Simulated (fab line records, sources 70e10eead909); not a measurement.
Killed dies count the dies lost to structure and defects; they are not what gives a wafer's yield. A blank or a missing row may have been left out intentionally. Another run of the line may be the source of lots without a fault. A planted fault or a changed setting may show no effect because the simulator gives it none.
Code-filled problem report in 8D (eight disciplines) form || flow nand harc || the parts of the form that need people (team, actions taken, sign-off) are left out

1. PROBLEM STATEMENT
At NHARC_A_ONON_D1_THK_MEAS_27, thk nm averages 931 nm over 6 wafers from 2 lots, while fault-free wafers read 999 nm, standard deviation 9.8. That puts it -7.0 standard deviations away from the usual mean.
The step: measures by ellipsometry.
The first sign was on wafer L580.2 at day 13 15:06, on film metro-02. The record has a number at this step for 36 wafers belonging to 12 lots. By rule, "out" or "out of limits" means more than 4 standard deviations away from the usual mean. All remaining wafers that have a number are taken as sound.

2. WHAT IT IS AND WHAT IT IS NOT
{"question": "which readings at this step", "is": "thk nm", "is not": "-"}
{"question": "which lots", "is": "L580, L581", "is not": "L567, L568, L570, L571, L574, L582, L583, L585, L589, L590"}
{"question": "which wafers of those lots", "is": "all that have a number", "is not": "-"}
{"question": "read on which gauges", "is": "film metro-02", "is not": "film metro-01"}
{"question": "when", "is": "from day 13 15:06", "is not": "up to then (15 sound wafers); but 15 sound wafers of L582, L583, L585, L589, L590 came after"}

3. THE SUSPECTS, EACH WITH WHAT RULES IT OUT
Counting: a tool at a process step up to the reading stays a suspect if it ran every lot that is out and no sound lot after the first of them.
- the gauge at NHARC_A_ONON_D1_THK_MEAS_27: ruled out. All the wafers that are out were read on film metro-02, but those of them that NHARC_END_SORT_01 has rows for are out there too, on other tools.
- rie diel-06 at NHARC_A_ZERO_WELL_DESCUM_12 (chemistry O2, time 3 s): ruled out as a lasting fault. The sound lots L582, L583, L585, L590 went through it after L580, its earliest lot that is out (day 12 03:55).
- pecvd onon-03 at NHARC_A_ONON_D1_DEP_25 (target thk 1000 nm): kept. All lots that are out passed through it, beginning with L580 at day 13 14:39, and no sound lot followed; its final sound lot before that point was L574 at day 11 04:49.
After counting, what remains is pecvd onon-03 at NHARC_A_ONON_D1_DEP_25.

4. THE CAUSE (what the simulator had put in)
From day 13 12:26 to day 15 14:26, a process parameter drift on pecvd onon-03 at NHARC_A_ONON_D1_DEP_25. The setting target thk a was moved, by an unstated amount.
This tool alone remained once counting was done.

5. THE EFFECT CHAIN, in route order
Rows list readings where the struck wafers' mean (over those with a number) sits beyond 3 standard deviations from the usual. Only readings whose record carries a usual standard deviation are examined. hours: median over the lots of the time between each lot's start at the first step of this table that gives one and its start at this step. sigmas: the change, counted in usual standard deviations.
{"hours": 0, "step": "NHARC_A_ONON_D1_THK_MEAS_27", "reading": "thk nm", "usual": "999 nm", "on struck wafers": 931, "change": -68, "sigmas": -7.0}
{"hours": 392, "step": "NHARC_END_SORT_01", "reading": "killed at array", "usual": 56, "on struck wafers": 671, "change": "+615", "sigmas": "+32"}
{"hours": 392, "step": "NHARC_END_SORT_01", "reading": "killed dies", "usual": 61, "on struck wafers": 677, "change": "+616", "sigmas": "+32"}

6. HOW IT WOULD HAVE BEEN CAUGHT EARLIER
The first out-of-limits reading at a measuring or inspecting step in this record came at day 13 15:06, 3 hours after the fault's start at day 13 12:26.
Tool readings at NHARC_A_ONON_D1_DEP_25 with a usual standard deviation given in the record: none out on any struck wafer, hence no alarm at a limit of 4 standard deviations on them.
Among the 2 lots that are out, L581 began NHARC_A_ONON_D1_DEP_25 on pecvd onon-03 after day 13 15:06. It would have been spared by a hold on the tool at that moment.
